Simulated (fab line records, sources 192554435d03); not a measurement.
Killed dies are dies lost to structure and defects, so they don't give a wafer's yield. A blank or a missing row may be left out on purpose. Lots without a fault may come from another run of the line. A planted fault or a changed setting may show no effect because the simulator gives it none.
Problem report in the 8D (eight disciplines) form, filled by code | flow n5_finfet | the parts of the form that need people (team, actions taken, sign-off) are left out

1. THE PROBLEM
exposure_dose_mJ_cm2 at N5_PMOS_HMC_CHANNEL_EPI_EXPOSE_06 reads a mean of 40.32 on 6 wafers of 2 lots; wafers without a fault read 40.97 with a standard deviation of 0.049. That is -13 standard deviations from the usual mean.
The step: exposes mask PMOS HMC BLK, target cd 240 nm.
First seen on wafer L230.4, day 4 18:35, on arfi_scanner-03. The record holds 18 wafers of 6 lots with a number at this step. Rule for "out", or "out of limits": more than 4 standard deviations from the usual mean. The other wafers with a number count as sound.

2. WHAT IT IS AND WHAT IT IS NOT
question                    | is                     | is not
which readings at this step | exposure_dose_mJ_cm2   | -
which lots                  | L230, L231             | L220, L227, L233, L238
which wafers of those lots  | all that have a number | -
read on which tools         | arfi_scanner-03        | arfi_scanner-01, arfi_scanner-02
when                        | from day 4 18:35       | up to then (6 sound wafers); but 6 sound wafers of L233, L238 came after

3. SUSPECTS, AND WHAT RULES EACH OUT
Counting: a tool at a process step up to the reading stays a suspect if it ran every lot that is out and no sound lot after the first of them.
- arfi_scanner-03 at N5_PMOS_HMC_CHANNEL_EPI_EXPOSE_06 (exposes mask PMOS HMC BLK, target cd 240 nm): kept. It ran every lot that is out, first L230 (day 4 18:35), and no sound lot after that; its last sound lot up to then is L220 (day 2 05:08). Its own readings are out on those wafers: exposure_dose_mJ_cm2.
Left after counting: arfi_scanner-03 at N5_PMOS_HMC_CHANNEL_EPI_EXPOSE_06.

4. THE CAUSE (what the simulator had put in)
Process parameter drift: arfi_scanner-03, from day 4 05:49 on, at N5_PMOS_HMC_CHANNEL_EPI_EXPOSE_06. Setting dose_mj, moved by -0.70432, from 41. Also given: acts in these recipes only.
Counting left only this tool.

5. THE CHAIN OF EFFECTS, in route order
Each row: a reading whose mean over the struck wafers that have a number lies more than 3 standard deviations from the usual. Only readings for which the record gives a usual standard deviation are gone through. hours: the time from each lot's start at the first step in this table that gives one to its start at this step, as a median over the lots. sigmas: the change in usual standard deviations.
hours | step                              | reading              | usual | on struck wafers | change | sigmas
0     | N5_PMOS_HMC_CHANNEL_EPI_EXPOSE_06 | exposure_dose_mJ_cm2 | 40.97 | 40.32            | -0.65  | -13
The process steps in it:
- N5_PMOS_HMC_CHANNEL_EPI_EXPOSE_06: exposes mask PMOS HMC BLK, target cd 240 nm.
Later measuring or inspecting steps at which every struck wafer that the step has a row for has a number for every such reading, and none has moved that far: N5_PMOS_HMC_CHANNEL_EPI_CD_MEAS_09, N5_PMOS_HMC_CHANNEL_EPI_OVL_MEAS_10, N5_PMOS_HMC_CHANNEL_EPI_INSPECT_11, N5_BEOL_M4_RC_MEAS_101.

6. WHAT WOULD HAVE CAUGHT IT SOONER
In this record the first reading out of limits was taken at day 4 18:35, 13 hours after the fault began at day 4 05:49.
